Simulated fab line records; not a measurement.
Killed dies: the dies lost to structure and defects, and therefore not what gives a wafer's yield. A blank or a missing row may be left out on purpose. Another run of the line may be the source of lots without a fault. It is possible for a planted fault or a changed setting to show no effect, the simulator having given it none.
Matching of chambers / flow n5Finfet / N5_BEOL_M1_VIA_ETCH_34 on rieDiel-04 has 4 sister chambers
The step etches the open film in C4F6/O2, target depth 67.8 nm, time 64.4 s. 8 wafers are shown with their chamber, then 8 later ones without.

== WAFERS, EACH WITH ITS CHAMBER ==
wafer=L081.3; chamber=1; showerheadPlenumPTorr (Torr)=2.94; rfVppV (V)=660
wafer=L084.3; chamber=0; showerheadPlenumPTorr (Torr)=2.88; rfVppV (V)=680
wafer=L085.3; chamber=3; showerheadPlenumPTorr (Torr)=2.92; rfVppV (V)=671
wafer=L085.6; chamber=0; showerheadPlenumPTorr (Torr)=2.88; rfVppV (V)=679
wafer=L088.1; chamber=2; showerheadPlenumPTorr (Torr)=3.02; rfVppV (V)=655
wafer=L088.2; chamber=1; showerheadPlenumPTorr (Torr)=2.94; rfVppV (V)=662
wafer=L088.4; chamber=3; showerheadPlenumPTorr (Torr)=2.91; rfVppV (V)=672
wafer=L090.1; chamber=2; showerheadPlenumPTorr (Torr)=3.01; rfVppV (V)=655

== WAFERS WITHOUT THEIR CHAMBER ==
wafer=L090.4; showerheadPlenumPTorr (Torr)=2.94; rfVppV (V)=663
wafer=L090.6; showerheadPlenumPTorr (Torr)=2.93; rfVppV (V)=662
wafer=L092.3; showerheadPlenumPTorr (Torr)=2.91; rfVppV (V)=673
wafer=L092.5; showerheadPlenumPTorr (Torr)=3.01; rfVppV (V)=654
wafer=L092.6; showerheadPlenumPTorr (Torr)=2.93; rfVppV (V)=661
wafer=L095.1; showerheadPlenumPTorr (Torr)=3.01; rfVppV (V)=654
wafer=L095.3; showerheadPlenumPTorr (Torr)=2.87; rfVppV (V)=681
wafer=L095.6; showerheadPlenumPTorr (Torr)=2.87; rfVppV (V)=680

== CHAMBER TAKEN BY EACH ==
wafer=L090.4; from the rows above=1; in truth=1
wafer=L090.6; from the rows above=1; in truth=1
wafer=L092.3; from the rows above=3; in truth=3
wafer=L092.5; from the rows above=2; in truth=2
wafer=L092.6; from the rows above=1; in truth=1
wafer=L095.1; from the rows above=2; in truth=2
wafer=L095.3; from the rows above=0; in truth=0
wafer=L095.6; from the rows above=0; in truth=0
Correct placement for 8 of the 8. Can't be placed from these rows: 0. 0 placed wrongly.
How it was worked out, from the rows above alone: a wafer's distance from a chamber is the root of the sum, over the readings, of the square of ((its reading less the chamber's mean) divided by the reading's scatter). If the next closest chamber is less than 2 further off than the closest, the wafer can't be placed; otherwise it belongs to the closest. Each chamber's mean is taken over the wafers shown for it. The scatter is the square root of a quotient: the sum, over the shown wafers, of each reading's squared deviation from its chamber's mean, divided by wafers minus chambers.
